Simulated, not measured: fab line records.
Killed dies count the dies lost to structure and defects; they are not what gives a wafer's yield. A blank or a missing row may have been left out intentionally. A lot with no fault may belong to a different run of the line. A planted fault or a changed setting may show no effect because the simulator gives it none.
Chamber matching | flow nand harc | NHARC_A_CHANNEL_HOLE_D1_ETCH_44 on rie diel-08: 4 sister chambers
The step etches the open film in CF4/O2, target depth 140 nm, overetch 14 nm, time 77 s. 4 wafers are shown with their chamber, then 9 later ones without.

== EACH WAFER AND ITS CHAMBER ==
wafer  | chamber | oes product au (a.u.)
L083.1 | 2       | 0.980
L085.3 | 1       | 0.989
L090.3 | 3       | 1.009
L090.6 | 0       | 0.989

== WAFERS WHOSE CHAMBER IS MISSING ==
wafer  | oes product au (a.u.)
L091.4 | 0.980
L091.5 | 0.981
L091.6 | 0.984
L092.3 | 0.977
L092.4 | 0.986
L092.6 | 0.988
L096.1 | 0.998
L096.2 | 0.958
L096.6 | 0.991

== EACH ONE'S CHAMBER ==
wafer  | from the rows above               | in truth
L091.4 | can't be placed: 2 or 0 or 1      | 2
L091.5 | can't be placed: 2 or 0 or 1      | 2
L091.6 | can't be placed: 2 or 0 or 1      | 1
L092.3 | can't be placed: 2 or 0 or 1      | 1
L092.4 | can't be placed: 0 or 1 or 2      | 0
L092.6 | can't be placed: 0 or 1 or 2      | 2
L096.1 | can't be placed: 0 or 1 or 3 or 2 | 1
L096.2 | can't be placed: 2 or 0 or 1      | 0
L096.6 | can't be placed: 0 or 1 or 2 or 3 | 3
Correct placement for 0 of the 9. These rows do not allow placing 9 (true chamber among the candidates in 9). Wrongly placed: 0.
How it was worked out, from the rows above alone: a wafer's distance from a chamber is the root of the sum, over the readings, of the square of ((its reading less the chamber's mean) divided by the reading's scatter). The wafer belongs to the nearest chamber; if the next one is less than 2 further off, it can't be placed. A chamber's mean is the mean of its shown wafers. The scatter: with one shown wafer a chamber, the root of the mean of the squares of how far each hidden wafer lies from its nearest shown one.
